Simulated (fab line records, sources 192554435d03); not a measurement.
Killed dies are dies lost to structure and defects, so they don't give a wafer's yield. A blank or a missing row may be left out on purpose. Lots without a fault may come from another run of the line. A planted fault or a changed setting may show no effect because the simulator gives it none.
Split-lot experiment | flow n5_finfet | 7 lots, 21 wafers read, on a route of 1938 steps

THE SPLIT
At N5_BEOL_M0_SAQP_COAT_08 (resist thk 90 nm), the setting spin_rpm was moved away from the recipe's 1500 rpm on 6 of the 21 wafers read, by -10.9% to +3.0%. The other wafers ran this setting at the recipe's value.

FROM THE SPLIT TO THE READING: what the file shows between them, 2 steps
- N5_BEOL_M0_SAQP_EBR_10
- N5_BEOL_M0_SAQP_SOFTBAKE_09: time 60 s

THE READING
CAR-ArF_of_BEOL_M0_SAQP_COAT_08.thk_nm (the simulator's own value, which no gauge read), in nm, at N5_BEOL_M0_SAQP_DESCUM_19 (chemistry O2, time 7.9 s). The file gives no usual value for it. The 15 wafers here that ran the recipe average 83.7 nm, standard deviation 0.27 nm.

wafer  | tool, chamber at the split | spin_rpm as run, rpm | against the recipe | CAR-ArF_of_BEOL_M0_SAQP_COAT_08.thk_nm, nm | against lot-mates on the recipe
L074.1 | litho_track-01, 0          | 1545                 | +3.0%              | 82.4                                       | -1.6
L074.3 | litho_track-01, 0          | 1500                 | recipe             | 84                                         | -
L074.5 | litho_track-01, 0          | 1500                 | recipe             | 84                                         | -
L078.1 | litho_track-02, 0          | 1353                 | -9.8%              | 88                                         | +4.6
L078.2 | litho_track-02, 0          | 1500                 | recipe             | 83.4                                       | -
L078.5 | litho_track-02, 0          | 1500                 | recipe             | 83.4                                       | -
L080.1 | litho_track-02, 0          | 1337                 | -10.9%             | 88.6                                       | +5.2
L080.3 | litho_track-02, 0          | 1500                 | recipe             | 83.6                                       | -
L080.4 | litho_track-02, 0          | 1500                 | recipe             | 83.2                                       | -
L086.1 | litho_track-01, 0          | 1500                 | recipe             | 84.2                                       | -
L086.3 | litho_track-01, 0          | 1500                 | recipe             | 84                                         | -
L086.4 | litho_track-01, 0          | 1412                 | -5.9%              | 86.8                                       | +2.7
L087.1 | litho_track-05, 0          | 1500                 | recipe             | 83.8                                       | -
L087.2 | litho_track-05, 0          | 1500                 | recipe             | 83.8                                       | -
L087.3 | litho_track-05, 0          | 1500                 | recipe             | 84                                         | -
L088.1 | litho_track-05, 0          | 1500                 | recipe             | 83.8                                       | -
L088.2 | litho_track-05, 0          | 1500                 | recipe             | 83.6                                       | -
L088.3 | litho_track-05, 0          | 1500                 | recipe             | 83.6                                       | -
L096.2 | litho_track-01, 0          | 1342                 | -10.5%             | 89                                         | +5.4
L096.3 | litho_track-01, 0          | 1342                 | -10.5%             | 88.8                                       | +5.2
L096.6 | litho_track-01, 0          | 1500                 | recipe             | 83.6                                       | -

THE FIT
A straight line over all 21 wafers: CAR-ArF_of_BEOL_M0_SAQP_COAT_08.thk_nm changes by -0.469 nm for each +1% of spin_rpm; r = -0.99; the points scatter about the line by 0.28 nm.
The same after taking each lot's own level away (the mean of its wafers on the recipe; 21 wafers): -0.489 nm for each +1%; r = -1.00; scatter 0.13 nm.
On that fit, the largest move of spin_rpm shifts the reading by 5.3 nm.
The lots' own levels span 83.40 to 84.10 nm, that is 2.6 times the standard deviation above.
So the lot-to-lot level changes the slope little: the two slopes agree.
Check: with one of the wafers moved furthest among these (-10.9%) left out of the fit, the line predicts +5.33 nm for it against its lot-mates. It came out at +5.2 nm against them.

OTHER SPLITS ON THESE WAFERS
These wafers also went through other splits before the reading. Each is held against what the fit with the lots' levels taken away leaves over:
other split on the same wafers        | wafers away from the commonest value | r with CAR-ArF_of_BEOL_M0_SAQP_COAT_08.thk_nm (lot level and that fit taken away)
N5_MOL_CONTACT_COAG_ALD_27 ald_cycles | 11                                   | -0.04
N5_BEOL_M0_SAQP_PECVD_96 time_s       | 7                                    | +0.28

THE WHOLE CHAIN: every reading that the file lists as answering this split, in the file's order
step                      | what it does             | reading                                                                                 | change (the file's fit)               | r (the file's)
N5_BEOL_M0_SAQP_COAT_08   | resist thk 90 nm         | CAR-ArF_of_BEOL_M0_SAQP_COAT_08.thk_nm (the simulator's own value, which no gauge read) | -0.496 nm for each +1% of the setting | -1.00
N5_BEOL_M0_SAQP_DESCUM_19 | chemistry O2, time 7.9 s | CAR-ArF_of_BEOL_M0_SAQP_COAT_08.thk_nm (the simulator's own value, which no gauge read) | -0.483 nm for each +1% of the setting | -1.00

THE FILE'S OWN FIT
CAR-ArF_of_BEOL_M0_SAQP_COAT_08.thk_nm changes by -0.483 nm for each +1% of spin_rpm, r = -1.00.
